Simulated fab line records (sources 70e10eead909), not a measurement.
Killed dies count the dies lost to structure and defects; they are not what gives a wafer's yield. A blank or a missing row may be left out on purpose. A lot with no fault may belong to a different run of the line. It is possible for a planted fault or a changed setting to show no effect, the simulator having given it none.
Check for tools in common / flow nand_harc / 6 wafers sampled across 2 lots

THE REASON FOR OPENING IT
At NHARC_END_SORT_01 the reading killed_dies is flagged on 2 of 2 lots. Wafers without a fault read 60, standard deviation 19.
Rule: flag the lot when none of its wafers has a number, or when each of its wafers that has one lies beyond 4 standard deviations from that mean. The rest of the lots are taken to be sound.

lot=L490; measured=day 30 17:01; on=prober-01; killed_dies, wafer by wafer=174 192 195; flag=FLAGGED
lot=L491; measured=day 30 23:10; on=prober-02; killed_dies, wafer by wafer=182 182 211; flag=FLAGGED
On average the flagged lots' numbers are 189, which is +129 against the usual, or +7 standard deviations.

WHICH TOOL RAN EACH LOT
Before the reading, the record contains 4 process steps out of a 1302-step route. In each cell: the tool, then ch and the chambers that the sampled wafers went through, then the start.
lot=L490; flag=FLAGGED; NHARC_A_SGD_CUT_ETCH_58=rie_diel-10 ch 0,2,3, day 25 10:20; NHARC_A_SLIT_ETCH_29=rie_diel-11 ch 0,2, day 26 03:02; NHARC_A_WL_FILL_ALD_00=ald_hk-03 ch 2,3, day 26 11:09; NHARC_A_WL_FILL_ALD_02=ald_metal-01 ch 0,2,3, day 26 11:46
lot=L491; flag=FLAGGED; NHARC_A_SGD_CUT_ETCH_58=rie_diel-09 ch 0,1,2, day 25 10:14; NHARC_A_SLIT_ETCH_29=rie_diel-11 ch 1,2,3, day 26 06:50; NHARC_A_WL_FILL_ALD_00=ald_hk-03 ch 2,3, day 26 15:11; NHARC_A_WL_FILL_ALD_02=ald_metal-01 ch 1,2, day 26 15:53
What is done by these steps:
- NHARC_A_SGD_CUT_ETCH_58: etches the open film in CF4, target depth 39 nm, time 65 s.
- NHARC_A_SLIT_ETCH_29: etches the open film in CF4/O2, target depth 100 nm, overetch 10 nm, time 55 s.
- NHARC_A_WL_FILL_ALD_00: deposits Al2O3, target thk 3 nm, pulse time 3 s, ald cycles 30.
- NHARC_A_WL_FILL_ALD_02: deposits TiN, target thk 2 nm, pulse time 3 s, ald cycles 100.
- NHARC_END_SORT_01

FLAGGED OVER TOTAL, TOOL BY TOOL (the gauges that took the reading come last)
step=NHARC_A_SGD_CUT_ETCH_58; tool=rie_diel-09; lots run=1; flagged=1; share of the flagged lots=some; sound lots run after its first flagged lot=0
step=NHARC_A_SGD_CUT_ETCH_58; tool=rie_diel-10; lots run=1; flagged=1; share of the flagged lots=some; sound lots run after its first flagged lot=0
step=NHARC_A_SLIT_ETCH_29; tool=rie_diel-11; lots run=2; flagged=2; share of the flagged lots=all; sound lots run after its first flagged lot=0
step=NHARC_A_WL_FILL_ALD_00; tool=ald_hk-03; lots run=2; flagged=2; share of the flagged lots=all; sound lots run after its first flagged lot=0
step=NHARC_A_WL_FILL_ALD_02; tool=ald_metal-01; lots run=2; flagged=2; share of the flagged lots=all; sound lots run after its first flagged lot=0
step=NHARC_END_SORT_01; tool=prober-01; lots run=1; flagged=1; share of the flagged lots=some; sound lots run after its first flagged lot=0
step=NHARC_END_SORT_01; tool=prober-02; lots run=1; flagged=1; share of the flagged lots=some; sound lots run after its first flagged lot=0

WHAT THE TABLE ALLOWS
3 rows of the table ran every flagged lot: rie_diel-11 at NHARC_A_SLIT_ETCH_29, ald_hk-03 at NHARC_A_WL_FILL_ALD_00, ald_metal-01 at NHARC_A_WL_FILL_ALD_02.
- rie_diel-11 at NHARC_A_SLIT_ETCH_29 ran 2 lots, 2 of them flagged. With no sound lot run before its first flagged lot in this sample, there is nothing to narrow down the start.
- ald_hk-03 at NHARC_A_WL_FILL_ALD_00 ran 2 lots, 2 of them flagged. With no sound lot run before its first flagged lot in this sample, there is nothing to narrow down the start.
- ald_metal-01 at NHARC_A_WL_FILL_ALD_02 ran 2 lots, 2 of them flagged. With no sound lot run before its first flagged lot in this sample, there is nothing to narrow down the start.
Because each of these 3 tools fits a fault that began at some hour, counting lots does not separate them. More lots, or a look at what each step does to the wafer, might.

WHAT WAS PUT IN BY THE SIMULATOR
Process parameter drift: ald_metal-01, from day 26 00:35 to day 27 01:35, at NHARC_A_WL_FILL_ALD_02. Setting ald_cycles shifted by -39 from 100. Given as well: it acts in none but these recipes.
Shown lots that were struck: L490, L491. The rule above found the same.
